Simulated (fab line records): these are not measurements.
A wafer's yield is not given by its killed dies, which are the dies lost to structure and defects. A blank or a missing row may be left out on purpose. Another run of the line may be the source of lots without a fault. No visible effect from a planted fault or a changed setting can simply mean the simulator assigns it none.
Lot-split experiment    flow n5 finfet    route with 1938 steps; 7 lots, 21 wafers read

## SPLIT DETAILS
At N5_HKMG_FIN_ETCH_35 (etches SOC in N2/H2, target depth 215.8 nm, time 243.4 s), the setting source w was moved away from the recipe's 3000 W on 7 of the 21 wafers read, by +4.5% to +16.2%. All remaining wafers had this setting at the recipe value.

The split's own step is where the reading is taken.

## THE READING
rf vpp V, in V, at N5_HKMG_FIN_ETCH_35 (etches SOC in N2/H2, target depth 215.8 nm, time 243.4 s). Typical for fault-free wafers on this fab line: 141.7 V, with standard deviation 1 V.

wafer   tool, chamber at the split  source w as run, W  against the recipe  rf vpp V, V  against lot-mates on the recipe
L074.1  rie diel-01, 0              3000                recipe              143.0        -
L074.3  rie diel-01, 3              3224                +7.5%               136.7        -6.3
L074.4  rie diel-01, 1              3224                +7.5%               139.5        -3.5
L075.3  rie diel-01, 1              3487                +16.2%              132.8        -9.0
L075.4  rie diel-01, 2              3000                recipe              141.8        -
L075.5  rie diel-01, 1              3487                +16.2%              134.5        -7.3
L085.1  rie diel-01, 3              3000                recipe              144.3        -
L085.2  rie diel-01, 0              3000                recipe              144.0        -
L085.6  rie diel-01, 3              3000                recipe              144.6        -
L091.4  rie diel-06, 0              3000                recipe              140.7        -
L091.5  rie diel-06, 2              3362                +12.1%              135.5        -6.3
L091.6  rie diel-06, 1              3000                recipe              142.9        -
L092.2  rie diel-02, 1              3000                recipe              141.0        -
L092.3  rie diel-02, 0              3135                +4.5%               139.2        -3.1
L092.4  rie diel-02, 2              3000                recipe              143.6        -
L093.1  rie diel-06, 0              3000                recipe              141.6        -
L093.3  rie diel-06, 1              3000                recipe              141.5        -
L093.5  rie diel-06, 2              3000                recipe              141.7        -
L095.2  rie diel-06, 1              3000                recipe              141.2        -
L095.5  rie diel-06, 0              3000                recipe              141.6        -
L095.6  rie diel-06, 1              3246                +8.2%               139.2        -2.2

THE FIT
A straight line over all 21 wafers: rf vpp V changes by -0.54 V for each +1% of source w; r = -0.93; the points scatter about the line by 1.3 V.
The same after taking each lot's own level away (the mean of its wafers on the recipe; 21 wafers): -0.507 V for each +1%; r = -0.95; scatter 0.98 V.
On that fit, the largest move of source w shifts the reading by 8.2 V.
The span of the lots' own levels, 141.40 to 144.30 V, comes to 2.9 times the standard deviation stated above.
The two slopes agree, so the slope changes little with the lot-to-lot level.
Check: -7.96 V against its lot-mates is what the line predicts for one of the wafers moved furthest among these (+16.2%) when that wafer is left out of the fit. It came out at -9 V against them.
Tool readings at the split's step, against how far the setting was moved: rf vpp V r = -0.93.

## FURTHER SPLITS ON THESE WAFERS
Other splits were also applied to these wafers ahead of the reading. Each is held against what the fit with the lots' levels taken away leaves over:
other split on the same wafers  wafers away from the commonest value  r with rf vpp V (lot level and that fit taken away)
N5_SD_EPI_N_EPI_21 temp c       11                                    -0.01
N5_SD_EPI_N_PRECLEAN_49 time s  7                                     +0.17
N5_SDB_COAT_05 spin rpm         9                                     -0.03
N5_SDB_ALD_29 ald cycles        4                                     +0.25
N5_HKMG_FIN_PEB_10 peb time s   7                                     +0.06

## THE WHOLE CHAIN: every reading that the file lists as answering this split, in the file's order
step                 what it does                                              reading                                                                          change (the file's fit)               r (the file's)
N5_HKMG_FIN_ETCH_35  etches SOC in N2/H2, target depth 215.8 nm, time 243.4 s  rf vpp V                                                                         -0.502 V for each +1% of the setting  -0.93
N5_HKMG_FIN_ETCH_35  etches SOC in N2/H2, target depth 215.8 nm, time 243.4 s  etch.depth nm (the simulator's own value, which no gauge read)                   +1.52 nm for each +1% of the setting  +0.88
N5_HKMG_FIN_ETCH_35  etches SOC in N2/H2, target depth 215.8 nm, time 243.4 s  SOC_of_HKMG_FIN_COAT_29.thk nm (the simulator's own value, which no gauge read)  -1.48 nm for each +1% of the setting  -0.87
N5_HKMG_FIN_ETCH_35  etches SOC in N2/H2, target depth 215.8 nm, time 243.4 s  HKMG_FIN.feature depth nm (the simulator's own value, which no gauge read)       +1.52 nm for each +1% of the setting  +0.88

## FILE'S OWN FIT
rf vpp V changes by -0.502 V for each +1% of source w, r = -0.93.
